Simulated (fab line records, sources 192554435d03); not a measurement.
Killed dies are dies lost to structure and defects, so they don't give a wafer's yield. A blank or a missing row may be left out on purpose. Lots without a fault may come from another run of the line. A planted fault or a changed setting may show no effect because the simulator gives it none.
fab line records | flow n5_finfet | part 2 of 2: steps 4 to 6 of 6
record lots=23 wafers=69 last_day=19
route steps=1938 shown MIM_TOP_LITHO@1850 MIM_BOT_LITHO@1864 MIM_BOT_ETCH@1868 TV_OPEN@1889 PAD_METAL@1894 PASSIVATION@1916
lots that met no fault: from a run of the same line without faults
start_h: hours from the record's first day to the start of the lot's first wafer shown | wait_h: hours since the lot's step before | " the same as in the row above | L1.1+2: a row that stands for several wafers | - no value, or no start given | * or withheld: withheld | < > ~ a bound
route shown NAME@n: a module of which the file shows steps, and the number in the route of the first | usual: mean/standard deviation of fault-free wafers | same: alike in all rows | chamber/n: place in a boat | sites: the reading at each site | _std_site: their standard deviation | _edge_site: outer sites' mean less inner sites' | radius_mm: how far each site lies from the wafer's centre | mask NAME#n: copy n | behind: the tool/chamber that last shaped the wafer | hold: why the lot was held/for how many hours/how that ended | device: the transistor (n, p or np) that didn't switch | end of line: the same wafers' tests at the end of the route | a step without rows: its recipe alone | killed: dies lost to structure and defects at the first sort, not the wafer's yield | map: a wafer's dies, x killed, . not, _ none there
set.NAME: the setting as run; set.NAME@STEP: as run at that earlier step | model.NAME: the simulator's own value behind a step, which no gauge read
steps of the route over a sample of lots; a table a step, a row a wafer
services: from which hour (start_h, from the record's first day; less than 0 if before it) a tool's chamber was out of use, for how many hours, and why
## steps
# step N5_PASSIVATION_STRIP_14
# recipe chemistry=O2 power_w=600 temp_c=60 pressure_mtorr=30 rf_frequency_hz=6e+07 bias_power_w=0 overash_fraction=0.5 o2_flow_sccm=225
# usual chamber_pressure_mTorr=30.00/0.057 drypump_motor_current_A=5.6/0.43 o2_flow_sccm=225.0/0.66 oes_product_au=0.80/0.083 rf_vpp_V=3.8/0.84 showerhead_plenum_p_Torr=2.11/0.071 throttle_valve_pct=16.66/0.16
# columns lot.wafer tool chamber start_h wait_h chamber_pressure_mTorr drypump_motor_current_A o2_flow_sccm oes_product_au rf_hours_counter_h rf_vpp_V showerhead_plenum_p_Torr throttle_valve_pct
L075.2 rie_diel-06 0 276.70 0.1 29.99 5.9 225.1 0.86 58 5.5 2.04 16.62
L075.3 " 3 " " 30.03 5.4 224.6 0.85 67 4.4 2.22 16.34
L075.5 " 0 " " 30.06 5.9 224.2 0.87 - 5.9 2.04 16.65
L077.2 rie_diel-02 3 286.63 0.1 29.99 5.9 225.2 0.71 178 3.4 2.08 16.48
L077.3 " 1 " " 30.05 5.1 225.7 0.98 8 6.0 2.15 16.38
L077.4 " 0 " " 29.96 4.7 225.1 0.95 26 4.1 2.15 16.57
L076.1 rie_diel-03 3 308.76 0.1 29.98 5.9 225.0 0.72 196 2.9 2.08 16.78
L076.4 " 0 " " 29.98 5.5 225.2 0.73 - 4.3 2.10 16.87
L076.5 " 3 " " 30.06 5.9 225.6 0.73 - 2.1 2.08 16.77
L078.2 rie_diel-03 0 311.38 0.1 30.03 5.5 223.7 0.73 180 3.7 2.10 16.85
L078.5 " 3 " " 29.94 5.9 224.9 0.73 - 4.5 2.08 16.79
L078.6 " 1 " " 30.07 5.6 225.0 0.86 - 3.6 2.11 16.56
L079.1 rie_diel-03 0 316.86 0.1 30.07 5.5 225.5 0.72 182 4.5 2.10 16.90
L079.3 " 1 " " 29.98 5.6 225.9 0.86 82 4.1 2.11 16.58
L079.5 " 0 " " 30.09 5.5 225.1 0.74 - 4.0 2.10 16.88
L080.4 rie_diel-06 2 317.05 0.1 30.01 6.2 223.9 0.76 159 3.8 1.93 16.66
L080.5 " 3 " " 30.04 5.4 224.2 0.82 - 6.0 2.22 16.33
L080.6 " 2 " " 29.96 6.2 223.7 0.76 - 4.6 1.93 16.67
L081.2 rie_diel-06 2 324.77 0.1 30.04 6.2 225.6 0.77 162 3.9 1.93 16.69
L081.3 " 3 " " 30.09 5.4 223.8 0.83 79 3.1 2.22 16.36
L081.4 " 1 " " 29.98 5.1 224.6 0.89 14 3.7 2.24 16.61
L082.2 rie_diel-06 2 342.59 0.1 29.90 6.2 225.4 0.76 165 2.4 1.92 16.68
L082.3 " 0 " " 29.93 5.9 224.4 0.87 74 4.0 2.03 16.66
L082.5 " 0 " " 29.97 5.9 224.6 0.85 - 2.8 2.03 16.65
L083.2 rie_diel-03 3 347.35 0.1 30.10 5.9 226.4 0.72 208 3.9 2.08 16.80
L083.3 " 1 " " 30.08 5.6 224.4 0.85 91 3.2 2.11 16.59
L083.5 " 3 " " 30.02 5.9 225.8 0.72 - 3.5 2.08 16.82
L085.1 rie_diel-03 3 354.73 0.1 29.96 5.9 225.0 0.71 210 3.5 2.08 16.80
L085.2 " 1 " " 29.97 5.6 225.6 0.83 93 2.6 2.11 16.59
L085.5 " 0 " " 30.04 5.5 225.4 0.71 - 3.0 2.10 16.91
L084.3 rie_diel-02 1 368.78 0.1 29.97 5.1 225.0 0.90 29 4.2 2.14 16.40
L084.4 " 3 " " 30.01 5.9 224.0 0.70 - 4.3 2.08 16.53
L084.5 " 1 " " 30.07 5.1 224.8 0.92 - 4.2 2.14 16.45
L087.1 rie_diel-03 0 373.39 0.1 29.95 5.5 224.1 0.71 196 3.9 2.09 16.89
L087.4 " 1 " " 30.03 5.6 225.7 0.83 99 2.8 2.11 16.61
L087.6 " 2 " " 29.95 6.3 225.4 0.92 - 2.3 2.14 16.56
L086.1 rie_diel-03 3 379.99 0.1 29.95 5.9 225.1 0.70 218 5.0 2.08 16.86
L086.3 " 0 " " 30.06 5.5 224.0 0.70 198 4.2 2.09 16.91
L086.4 " 2 " " 29.84 6.3 224.5 0.92 19 4.0 2.14 16.60
L092.1 rie_diel-06 1 380.08 0.1 29.97 5.1 225.3 0.86 29 3.0 2.24 16.67
L092.3 " 3 " " 30.03 5.4 223.9 0.82 94 3.5 2.21 16.40
L092.4 " 3 " " 30.12 5.4 223.2 0.82 - 4.2 2.21 16.37
L089.1 rie_diel-02 1 386.62 0.1 29.95 5.0 225.9 0.90 36 4.6 2.14 16.40
L089.3 " 0 " " 30.11 4.7 225.6 0.88 58 5.0 2.14 16.62
L089.5 " 0 " " 30.07 4.7 225.8 0.89 - 4.3 2.14 16.60
L088.2 rie_diel-02 3 394.00 0.1 29.94 5.9 225.1 0.69 211 4.1 2.07 16.58
L088.3 " 2 " " 29.96 5.6 224.9 0.69 234 4.1 2.16 16.70
L088.6 " 1 " " 30.04 5.1 224.7 0.90 - 4.9 2.14 16.42
L090.1 rie_diel-06 0 395.80 0.1 30.09 5.9 225.1 0.84 92 3.4 2.03 16.73
L090.2 " 1 " " 30.01 5.1 224.9 0.86 34 3.9 2.24 16.69
L090.3 " 3 " " 30.08 5.4 225.8 0.80 99 3.9 2.21 16.41
L091.3 rie_diel-03 3 402.63 0.1 30.00 5.9 225.8 0.69 224 3.4 2.07 16.82
L091.4 " 2 " " 30.04 6.4 224.8 0.92 26 4.5 2.14 16.62
L091.5 " 0 " " 29.89 5.5 225.3 0.70 - 4.1 2.09 16.90
L094.3 rie_diel-06 1 408.28 0.1 30.01 5.0 226.4 0.86 37 4.2 2.24 16.68
L094.4 " 3 " " 30.02 5.3 225.8 0.79 103 4.5 2.21 16.38
L094.6 " 1 " " 29.90 5.0 226.0 0.86 - 3.0 2.23 16.67
L096.2 rie_diel-03 2 408.63 0.1 29.92 6.3 224.6 0.91 28 4.0 2.14 16.61
L096.3 " 0 " " 29.92 5.5 225.7 0.71 207 3.1 2.09 16.91
L096.5 " 2 " " 29.98 6.3 225.0 0.89 - 2.2 2.14 16.58
L093.1 rie_diel-03 1 409.11 0.1 29.94 5.5 225.4 0.81 111 3.0 2.10 16.62
L093.4 " 0 " " 29.99 5.5 224.8 0.70 207 3.6 2.09 16.92
L093.5 " 3 " " 29.98 5.9 224.9 0.70 - 2.7 2.07 16.88
L097.3 rie_diel-03 1 420.91 0.1 29.99 5.6 225.4 0.82 114 4.1 2.10 16.66
L097.5 " 0 " " 29.97 5.5 225.6 0.71 - 6.4 2.09 16.93
L097.6 " 3 " " 30.01 5.9 225.0 0.69 - 3.1 2.07 16.87
L095.2 rie_diel-02 3 444.92 0.1 29.93 5.9 223.9 0.68 228 4.9 2.07 16.58
L095.3 " 2 " " 29.99 5.7 225.0 0.67 247 4.9 2.15 16.75
L095.5 " 1 " " 30.09 5.1 224.7 0.87 - 3.7 2.14 16.46
# step N5_PASSIVATION_PRE_CLEAN_19
# recipe gas=H2/He time_s=* temp_c=*
# usual heater_power_w=455/27
# columns lot.wafer tool chamber start_h wait_h heater_power_w
L075.2 pvd_sputter-01 - 277.38 0.0 461
L075.3 " - " " 455
L075.5 " - " " 431
L077.2 pvd_sputter-03 - 287.18 0.0 430
L077.3 " - " " 471
L077.4 " - " " 416
L076.1 pvd_sputter-03 - 309.43 0.0 455
L076.4 " - " " 436
L076.5 " - " " 432
L078.2 pvd_sputter-03 - 311.79 0.0 408
L078.5 " - " " 456
L078.6 " - " " 416
L079.1 pvd_sputter-01 - 317.34 0.0 466
L079.3 " - " " 450
L079.5 " - " " 443
L080.4 pvd_sputter-02 - 317.45 0.0 439
L080.5 " - " " 430
L080.6 " - " " 463
L081.2 pvd_sputter-01 - 326.92 0.0 437
L081.3 " - " " 488
L081.4 " - " " 454
L082.2 pvd_sputter-03 - 342.90 0.0 499
L082.3 " - " " 429
L082.5 " - " " 489
L083.2 pvd_sputter-01 - 348.02 0.0 437
L083.3 " - " " 484
L083.5 " - " " 498
L085.1 pvd_sputter-02 - 355.49 0.0 401
L085.2 " - " " 443
L085.5 " - " " 453
L084.3 pvd_sputter-03 - 369.44 0.0 453
L084.4 " - " " 426
L084.5 " - " " 464
L087.1 pvd_sputter-01 - 373.83 0.0 441
L087.4 " - " " 464
L087.6 " - " " 463
L086.1 pvd_sputter-01 - 380.69 0.0 481
L086.3 " - " " 488
L086.4 " - " " 438
L092.1 pvd_sputter-03 - 380.71 0.0 425
L092.3 " - " " 488
L092.4 " - " " 414
L089.1 pvd_sputter-01 - 387.15 0.0 446
L089.3 " - " " 462
L089.5 " - " " 473
L088.2 pvd_sputter-02 - 395.55 0.0 434
L088.3 " - " " 399
L088.6 " - " " 470
L090.1 pvd_sputter-03 - 396.33 0.0 432
L090.2 " - " " 496
L090.3 " - " " 405
L091.3 pvd_sputter-01 - 403.29 0.0 463
L091.4 " - " " 490
L091.5 " - " " 466
L094.3 pvd_sputter-03 - 408.55 0.0 455
L094.4 " - " " 413
L094.6 " - " " 419
L096.2 pvd_sputter-03 - 409.27 0.0 483
L096.3 " - " " 434
L096.5 " - " " 406
L093.1 pvd_sputter-03 - 409.83 0.0 467
L093.4 " - " " 438
L093.5 " - " " 493
L097.3 pvd_sputter-03 - 421.18 0.0 491
L097.5 " - " " 411
L097.6 " - " " 483
L095.2 pvd_sputter-01 - 445.79 0.0 450
L095.3 " - " " 444
L095.5 " - " " 497
# step N5_PASSIVATION_PECVD_35
# recipe material=SiNx target_thk_a=7000 temp_c=400 precursor=SiH4/NH3/N2 pressure_torr=4.9 rf_w=1406 time_s=151.3
# usual chamber_pressure_Torr=4.900/0.011 heater_power_w=443/110 showerhead_plenum_p_Torr=8.70/0.051 throttle_valve_pct=29.8/1.4
# columns lot.wafer tool chamber start_h wait_h chamber_pressure_Torr heater_power_w showerhead_plenum_p_Torr throttle_valve_pct
L075.2 pecvd-03 1 279.44 0.1 4.891 431 8.71 30.7
L075.3 " 0 " " 4.899 375 8.71 29.1
L075.5 " 2 " " 4.903 516 8.69 30.4
L077.2 pecvd-03 1 289.15 0.1 4.902 534 8.70 31.1
L077.3 " 2 " " 4.903 491 8.69 30.6
L077.4 " 2 " " 4.901 519 8.70 30.1
L076.1 pecvd-03 2 311.53 0.1 4.891 535 8.70 30.5
L076.4 " 2 " " 4.891 568 8.69 30.4
L076.5 " 0 " " 4.889 379 8.71 29.3
L078.2 pecvd-02 2 314.02 0.1 4.895 532 8.68 27.9
L078.5 " 0 " " 4.888 352 8.71 30.4
L078.6 " 2 " " 4.883 557 8.67 28.2
L079.1 pecvd-02 0 319.38 0.1 4.918 243 8.68 30.5
L079.3 " 1 " " 4.908 577 8.77 31.0
L079.5 " 0 " " 4.926 276 8.69 30.1
L080.4 pecvd-03 1 319.61 0.1 4.897 570 8.71 30.5
L080.5 " 0 " " 4.880 373 8.71 29.2
L080.6 " 2 " " 4.899 501 8.68 30.4
L081.2 pecvd-02 0 329.27 0.1 4.894 284 8.68 30.5
L081.3 " 1 " " 4.907 595 8.78 31.1
L081.4 " 2 " " 4.915 550 8.67 28.1
L082.2 pecvd-02 0 344.96 0.1 4.886 344 8.69 30.5
L082.3 " 1 " " 4.909 444 8.77 31.2
L082.5 " 2 " " 4.896 547 8.67 27.8
L083.2 pecvd-03 0 349.94 0.1 4.892 299 8.69 29.4
L083.3 " 1 " " 4.884 512 8.70 30.6
L083.5 " 2 " " 4.912 519 8.69 30.6
L085.1 pecvd-02 2 357.79 0.1 4.902 429 8.67 28.0
L085.2 " 1 " " 4.899 506 8.77 31.0
L085.5 " 0 " " 4.905 301 8.72 30.3
L084.3 pecvd-03 2 372.37 0.1 4.909 558 8.69 30.6
L084.4 " 0 " " 4.895 420 8.69 29.5
L084.5 " 1 " " 4.902 470 8.71 30.8
L087.1 pecvd-04 1 375.89 0.1 4.894 388 8.57 30.7
L087.4 " 2 " " 4.903 330 8.62 26.3
L087.6 " 1 " " 4.914 426 8.58 30.9
L086.1 pecvd-03 2 382.68 0.1 4.878 484 8.69 30.7
L086.3 " 0 " " 4.900 339 8.70 29.4
L086.4 " 0 " " 4.902 378 8.71 29.5
L092.1 pecvd-02 2 383.38 0.1 4.909 571 8.65 28.2
L092.3 " 0 " " 4.908 266 8.72 30.5
L092.4 " 2 " " 4.922 404 8.70 28.2
L089.1 pecvd-02 1 389.28 0.1 4.908 517 8.78 31.3
L089.3 " 0 " " 4.904 304 8.69 30.9
L089.5 " 2 " " 4.904 511 8.69 28.3
L088.2 pecvd-04 2 397.61 0.1 4.893 510 8.62 26.1
L088.3 " 0 " " 4.896 310 8.66 29.3
L088.6 " 0 " " 4.921 337 8.69 29.5
L090.1 pecvd-02 0 398.38 0.1 4.906 349 8.71 30.6
L090.2 " 1 " " 4.879 564 8.78 31.1
L090.3 " 2 " " 4.898 527 8.68 28.3
L091.3 pecvd-02 1 405.33 0.1 4.906 574 8.78 31.1
L091.4 " 1 " " 4.922 595 8.78 30.9
L091.5 " 2 " " 4.902 548 8.69 28.4
L094.3 pecvd-02 0 410.46 0.1 4.880 322 8.71 30.9
L094.4 " 1 " " 4.901 432 8.76 31.2
L094.6 " 2 " " 4.879 571 8.70 28.3
L096.2 pecvd-04 0 411.55 0.1 4.877 380 8.69 29.4
L096.3 " 1 " " 4.885 421 8.58 30.8
L096.5 " 0 " " 4.897 236 8.68 29.6
L093.1 pecvd-03 0 412.44 0.1 4.881 370 8.72 29.1
L093.4 " 2 " " 4.886 542 8.68 30.7
L093.5 " 0 " " 4.884 266 8.71 29.3
L097.3 pecvd-02 2 423.25 0.1 4.892 563 8.69 28.2
L097.5 " 2 " " 4.893 587 8.70 28.3
L097.6 " 0 " " 4.901 330 8.69 30.8
L095.2 pecvd-04 1 448.38 0.1 4.891 391 8.55 30.3
L095.3 " 1 " " 4.887 423 8.59 30.8
L095.5 " 1 " " 4.876 278 8.56 30.8
## services
# columns tool chamber start_h hours kind
rie_diel-02 - 254.90 8.1 repair
rie_diel-05 2 270.02 3.1 repair
pecvd-03 - 272.18 0.5 repair
pecvd-02 - 276.42 0.9 repair
rie_diel-03 2 295.05 - clean
rie_diel-03 2 295.05 - consumable_replace:focus_ring
rie_diel-03 2 295.05 24.5 scheduled_down
rie_diel-03 2 295.05 24.5 vent_cycle
rie_diel-02 1 296.22 11.3 repair
pecvd-04 1 310.94 12.0 repair
pecvd-02 - 311.50 0.8 repair
rie_diel-03 0 358.06 7.0 repair
rie_diel-04 2 363.48 6.0 repair
rie_diel-02 2 368.36 7.7 repair
rie_metal-01 0 370.59 6.8 repair
rie_diel-06 2 374.95 7.2 repair
rie_diel-05 1 406.94 5.4 repair
rie_diel-01 - 409.64 0.3 repair
rie_diel-02 2 420.88 6.0 repair
rie_diel-02 1 421.80 6.8 repair
rie_diel-01 3 422.79 4.3 repair
rie_diel-01 - 427.90 0.2 repair
rie_diel-02 - 429.74 0.4 repair
rie_diel-04 2 442.85 3.9 repair
